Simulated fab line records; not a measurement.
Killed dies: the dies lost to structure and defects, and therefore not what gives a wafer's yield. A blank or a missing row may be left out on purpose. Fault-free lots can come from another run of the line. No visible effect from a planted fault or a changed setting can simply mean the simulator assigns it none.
Which tool is to blame? | flow n5_finfet | Sampling: 10 lots, 28 wafers, 5 of 1938 route steps

## WHAT THE GAUGES READ, wafer by wafer
N5_BEOL_M4_RC_MEAS_101. Usual: DIBL_N 36.3 mV/V, standard deviation 1.2; DIBL_P 36.3 mV/V, standard deviation 1.4; IOFF_N 0.160 nA/um, standard deviation 0.02; IOFF_P 0.210 nA/um, standard deviation 0.025; ION_N 675 uA/um, standard deviation 9.5; ION_P 462 uA/um, standard deviation 7; SS_N 71.5 mV/dec, standard deviation 0.53; SS_P 73.4 mV/dec, standard deviation 0.55; VT_N 249.5 mV, standard deviation 2.6; VT_P -250.1 mV, standard deviation 2.9.
lot  | measured     | on        | DIBL_N (mV/V)  | DIBL_P (mV/V)  | IOFF_N (nA/um)    | IOFF_P (nA/um)    | ION_N (uA/um) | ION_P (uA/um) | SS_N (mV/dec)  | SS_P (mV/dec)  | VT_N (mV)         | VT_P (mV)            | flag
L846 | day 8 23:34  | prober-01 | 34.6 34.2 36.5 | 33.6 32.9 36.7 | 0.135 0.121 0.167 | 0.161 0.154 0.203 | 666 663 674   | 450 452 462   | 72.3 71.7 72.4 | 72.7 73.2 73.9 | 252.2 251.1 250.2 | -252.7 -256.1 -251.2 |
L848 | day 9 18:59  | prober-01 | 35.4 35.3 35.5 | 37.2 36.7 36.8 | 0.147 0.145 0.142 | 0.184 0.182 0.176 | 676 670 670   | 449 456 454   | 71.5 71.5 72.1 | 72.9 73.2 73.9 | 252.4 252.5 255.6 | -253.0 -253.3 -251.6 |
L849 | day 10 00:52 | prober-01 | 37.5 37.3 39.3 | 36.8 36.6 38.2 | 0.145 0.143 0.168 | 0.188 0.180 0.201 | 653 662 665   | 450 453 455   | 71.6 71.6 72.5 | 73.6 73.6 73.5 | 254.1 252.0 250.0 | -254.0 -252.6 -252.0 |
L851 | day 10 05:20 | prober-01 | 37.9 37.2 36.4 | 36.3 37.1 35.5 | 0.179 0.172 0.152 | 0.211 0.231 0.203 | 692 684 677   | 467 469 462   | 71.9 71.8 72.2 | 73.8 73.4 73.8 | 249.8 250.0 251.3 | -250.3 -247.6 -250.0 |
L854 | day 11 07:54 | prober-02 | 36.4 34.4      | 35.8 33.7      | 0.157 0.129       | 0.224 0.191       | 671 661       | 462 461       | 71.4 71.1      | 72.4 72.8      | 251.7 250.5       | -247.5 -251.9        |
L855 | day 12 03:02 | prober-01 | 38.0 36.6      | 37.0 35.8      | 0.192 0.168       | 0.258 0.246       | 691 677       | 472 471       | 71.4 71.3      | 73.5 73.0      | 246.1 247.9       | -245.2 -244.0        |
L863 | day 15 02:28 | prober-02 | 36.9 39.5 38.2 | 37.5 40.0 38.9 | 0.162 0.206 0.186 | 0.215 0.265 0.236 | 668 685 674   | 463 464 457   | 71.9 71.7 71.6 | 73.5 74.6 74.7 | 250.5 248.3 249.9 | -248.9 -246.1 -248.1 |
L864 | day 15 02:38 | prober-01 | 38.0 35.9 35.7 | 38.8 35.7 35.6 | 0.173 0.131 0.134 | 0.213 0.184 0.183 | 667 659 650   | 454 449 449   | 71.4 70.8 71.6 | 73.9 73.0 72.8 | 249.4 253.3 253.9 | -251.8 -254.3 -253.9 |
L868 | day 15 20:00 | prober-01 | 33.8 35.6 36.2 | 35.9 36.3 37.2 | 0.157 0.190 0.183 | 0.187 0.194 0.204 | 675 668 668   | 459 452 452   | 70.8 71.2 71.7 | 73.3 73.7 74.0 | 248.4 248.9 250.5 | -252.7 -254.3 -252.4 |
L867 | day 16 03:17 | prober-02 | 35.3 34.8 34.6 | 36.4 34.8 35.8 | 0.154 0.143 0.151 | 0.208 0.183 0.206 | 679 683 691   | 472 466 466   | 71.6 70.8 71.3 | 72.7 72.7 72.1 | 247.8 248.7 250.1 | -249.9 -250.5 -247.9 |

## WHAT TOOL EACH LOT RAN ON (gives the tool, then ch and the chambers of the sampled wafers, and finally the start)
lot  | N5_BEOL_M3_SPUTTER_86        | N5_BEOL_M3_SPUTTER_92        | N5_BEOL_M3_CO_CAP_55             | N5_BEOL_M4_ILD_DEP_00
L846 | pvd_sputter-03, day 8 09:24  | pvd_sputter-03, day 8 10:04  | cvd_co-01 ch 0,1,2, day 8 11:22  | pecvd-04 ch 0,1,2, day 8 11:37
L848 | pvd_sputter-01, day 8 23:19  | pvd_sputter-01, day 8 23:58  | cvd_co-02 ch 0,1,2, day 9 01:19  | pecvd-04 ch 0,1,2, day 9 01:32
L849 | pvd_sputter-02, day 9 08:45  | pvd_sputter-02, day 9 09:25  | cvd_co-02 ch 0,2, day 9 10:48    | pecvd-04 ch 0,1, day 9 11:02
L851 | pvd_sputter-02, day 9 18:42  | pvd_sputter-02, day 9 19:22  | cvd_co-02 ch 0,1,2, day 9 20:40  | pecvd-02 ch 0,2, day 9 20:55
L854 | pvd_sputter-01, day 10 11:15 | pvd_sputter-01, day 10 11:55 | cvd_co-02 ch 0,2, day 10 13:13   | pecvd-03 ch 1,2, day 10 13:29
L855 | pvd_sputter-03, day 10 23:40 | pvd_sputter-03, day 11 00:19 | cvd_co-02 ch 0,1, day 11 01:40   | pecvd-03 ch 1,2, day 11 01:53
L863 | pvd_sputter-01, day 13 16:26 | pvd_sputter-01, day 13 17:06 | cvd_co-01 ch 0,1, day 13 18:44   | pecvd-04 ch 0,1,2, day 13 18:59
L864 | pvd_sputter-03, day 13 21:13 | pvd_sputter-03, day 13 21:52 | cvd_co-01 ch 0,2, day 13 23:11   | pecvd-04 ch 0,1, day 13 23:25
L868 | pvd_sputter-02, day 14 05:56 | pvd_sputter-02, day 14 06:36 | cvd_co-01 ch 0,1,2, day 14 08:46 | pecvd-03 ch 0,2, day 14 09:02
L867 | pvd_sputter-01, day 14 11:01 | pvd_sputter-01, day 14 11:41 | cvd_co-01 ch 0,1,2, day 14 13:00 | pecvd-04 ch 0,2, day 14 13:15
- N5_BEOL_M3_SPUTTER_86: material Cu, target thk 4.5 nm, time 8.29 s.
- N5_BEOL_M3_SPUTTER_92: material Cu, target thk 4.5 nm, time 8.29 s.
- N5_BEOL_M3_CO_CAP_55: material Co, precursor CCTBA/H2, target thk 2 nm, time 102.1 s.
- N5_BEOL_M4_ILD_DEP_00: deposits SiOC from DEMS/O2, target thk 79 nm, time 15.3 s.

## AS READ BY THE TOOLS THEMSELVES (means over the sampled wafers that have a number; for cases with no such wafer, the mark the record gives instead)
N5_BEOL_M3_SPUTTER_86. Usual: 30.4 % for throttle_valve_pct, sd 1.4.
lot  | tool           | throttle_valve_pct (%) | flag
L846 | pvd_sputter-03 | 31.4                   |
L848 | pvd_sputter-01 | 30.6                   |
L849 | pvd_sputter-02 | 29.5                   |
L851 | pvd_sputter-02 | 30.3                   |
L854 | pvd_sputter-01 | 29.0                   |
L855 | pvd_sputter-03 | 30.1                   |
L863 | pvd_sputter-01 | 28.8                   |
L864 | pvd_sputter-03 | 30.6                   |
L868 | pvd_sputter-02 | 30.3                   |
L867 | pvd_sputter-01 | 29.1                   |

N5_BEOL_M3_SPUTTER_92. Usual: 30.3 % for throttle_valve_pct, sd 1.5.
lot  | tool           | throttle_valve_pct (%) | flag
L846 | pvd_sputter-03 | 31.5                   |
L848 | pvd_sputter-01 | 30.6                   |
L849 | pvd_sputter-02 | 29.2                   |
L851 | pvd_sputter-02 | 30.4                   |
L854 | pvd_sputter-01 | 29.1                   |
L855 | pvd_sputter-03 | 30.1                   |
L863 | pvd_sputter-01 | 28.9                   |
L864 | pvd_sputter-03 | 30.5                   |
L868 | pvd_sputter-02 | 30.5                   |
L867 | pvd_sputter-01 | 29.2                   |

N5_BEOL_M3_CO_CAP_55. Usual: heater_power_w 239 W, standard deviation 23; run_length_s 124.9 s, standard deviation 0.38.
lot  | tool      | heater_power_w (W) | run_length_s (s) | flag
L846 | cvd_co-01 | 228                | 125.1            |
L848 | cvd_co-02 | 257                | 124.8            |
L849 | cvd_co-02 | 276                | 124.5            |
L851 | cvd_co-02 | 256                | 124.6            |
L854 | cvd_co-02 | 262                | 104.9            | OFF
L855 | cvd_co-02 | 264                | 85.2             | OFF
L863 | cvd_co-01 | 227                | 124.7            |
L864 | cvd_co-01 | 220                | 124.9            |
L868 | cvd_co-01 | 225                | 124.9            |
L867 | cvd_co-01 | 234                | 125.0            |

N5_BEOL_M4_ILD_DEP_00. Usual: heater_power_w 492 W, standard deviation 68; showerhead_plenum_p_Torr 5.702 Torr, standard deviation 0.012; showerhead_vpp_V 1355 V, standard deviation 60; throttle_valve_pct 12.0 %, standard deviation 0.8.
lot  | tool     | heater_power_w (W) | showerhead_plenum_p_Torr (Torr) | showerhead_vpp_V (V) | throttle_valve_pct (%) | flag
L846 | pecvd-04 | 481                | 5.708                           | 1324                 | 12.2                   |
L848 | pecvd-04 | 478                | 5.706                           | 1316                 | 12.1                   |
L849 | pecvd-04 | 475                | 5.712                           | 1343                 | 12.0                   |
L851 | pecvd-02 | 403                | 5.693                           | 1312                 | 12.5                   |
L854 | pecvd-03 | 516                | 5.695                           | 1386                 | 11.6                   |
L855 | pecvd-03 | 559                | 5.689                           | 1390                 | 11.6                   |
L863 | pecvd-04 | 463                | 5.711                           | 1304                 | 11.8                   |
L864 | pecvd-04 | 528                | 5.704                           | 1334                 | 11.6                   |
L868 | pecvd-03 | 486                | 5.690                           | 1418                 | 12.0                   |
L867 | pecvd-04 | 419                | 5.696                           | 1333                 | 12.4                   |

## THE ANSWER, worked out from the rows above alone
Rule: take the mean of a lot's wafers that have a number; if it is more than 3 standard deviations from the usual mean, the lot is off. A lot without any number at a reading at which 4 lots or more have one is off too. Any other lot the step has rows for is counted as sound. Order of review: gauges by route order, followed by the tools' own readings, for which a lot's mean as printed above is used. The first step at which some lot is off is used, and at that step the reading that is off furthest; a lot without a number counts as furthest.
Off, at N5_BEOL_M3_CO_CAP_55 on run_length_s: L854, L855.
A tool fits if, at that step or a process step before it, it ran every lot that is off, and no sound lot after the first of them. One candidate fits, namely cvd_co-02 at N5_BEOL_M3_CO_CAP_55. A fault onset in the window from L851 (day 9 20:40, its last sound lot) to L854 (day 10 13:13, its first lot off) fits.
The tool's own readings at N5_BEOL_M3_CO_CAP_55 bear it out: on the lots that are off they differ by more than 5 times the standard deviation of the sound lots' means. run_length_s reads 95.1 s there against 124.8 s on the sound lots.

## WHAT THE SIMULATOR PUT IN
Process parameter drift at N5_BEOL_M3_CO_CAP_55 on cvd_co-02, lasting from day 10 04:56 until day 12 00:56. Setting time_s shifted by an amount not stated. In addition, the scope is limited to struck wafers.
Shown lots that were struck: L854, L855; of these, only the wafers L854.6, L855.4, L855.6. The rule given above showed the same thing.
